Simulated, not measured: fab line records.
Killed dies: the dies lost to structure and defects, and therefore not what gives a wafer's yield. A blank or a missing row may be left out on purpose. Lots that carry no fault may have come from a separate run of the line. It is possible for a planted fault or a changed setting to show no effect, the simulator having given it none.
Matching of chambers | flow nand-harc | NHARC_P_BONDPAD_ETCH_12 on rie-diel-09 has 4 sister chambers
The step etches the open film in CHF3/O2, target depth 200 nm, time 100 s. 14 wafers are shown with their chamber, then 7 later ones without.

== WAFERS, EACH WITH ITS CHAMBER ==
wafer  | chamber | drypump-motor-current-A (A) | rf-vpp-V (V) | oes-product-au (a.u.)
L421.2 | 0       | 5.3                         | 370.1        | 0.976
L421.3 | 2       | 6.9                         | 368.3        | 0.963
L421.4 | 1       | 5.2                         | 371.6        | 0.968
L422.1 | 3       | 6.2                         | 370.8        | 0.962
L422.5 | 1       | 5.2                         | 373.0        | 0.966
L422.6 | 2       | 6.9                         | 367.1        | 0.967
L423.2 | 1       | 5.2                         | 373.3        | 0.992
L423.3 | 0       | 5.3                         | 370.0        | 0.978
L423.4 | 2       | 6.9                         | 369.0        | 0.969
L432.2 | 2       | 6.8                         | 368.5        | 0.940
L432.3 | 3       | 6.1                         | 371.2        | 0.922
L432.6 | 3       | 6.2                         | 371.0        | 0.925
L439.1 | 0       | 5.3                         | 370.3        | 0.982
L439.3 | 2       | 6.9                         | 366.4        | 0.981

SIGNATURES (means of the wafers above)
reading                 | chamber 0 | chamber 1 | chamber 2 | chamber 3 | scatter within a chamber
drypump-motor-current-A | 5.300     | 5.200     | 6.880     | 6.167     | 0.0383
rf-vpp-V                | 370.133   | 372.633   | 367.860   | 371.000   | 0.799
oes-product-au          | 0.97867   | 0.97533   | 0.96400   | 0.93633   | 0.0153
Rule: for a wafer and a chamber, the distance is found by dividing, reading by reading, the gap between the wafer's reading and the chamber's mean by the reading's scatter, squaring, summing and taking the root. The wafer belongs to the nearest chamber; if the next one is less than 2 further off, it can't be placed. The scatter: take each reading less its chamber's mean, square it, sum over the shown wafers, divide by the number of wafers less the number of chambers, and take the root.

== WAFERS MISSING THEIR CHAMBER ==
wafer  | drypump-motor-current-A (A) | rf-vpp-V (V) | oes-product-au (a.u.)
L439.4 | 6.2                         | 369.4        | 0.961
L441.1 | 6.2                         | 371.1        | 0.948
L441.3 | 5.3                         | 370.4        | 0.957
L441.5 | 6.9                         | 367.0        | 0.955
L442.2 | 6.8                         | 367.0        | 0.934
L442.3 | 5.2                         | 371.1        | 0.924
L442.4 | 6.2                         | 368.7        | 0.926

== EACH ONE'S CHAMBER ==
wafer  | from the rows above     | in truth
L439.4 | 3                       | 3
L441.1 | 3                       | 3
L441.3 | 0                       | 0
L441.5 | 2                       | 2
L442.2 | 2                       | 2
L442.3 | can't be placed: 1 or 0 | 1
L442.4 | 3                       | 3
6 of 7 placed correctly. These rows do not allow placing 1 (true chamber among the candidates in 1). 0 placed wrongly.
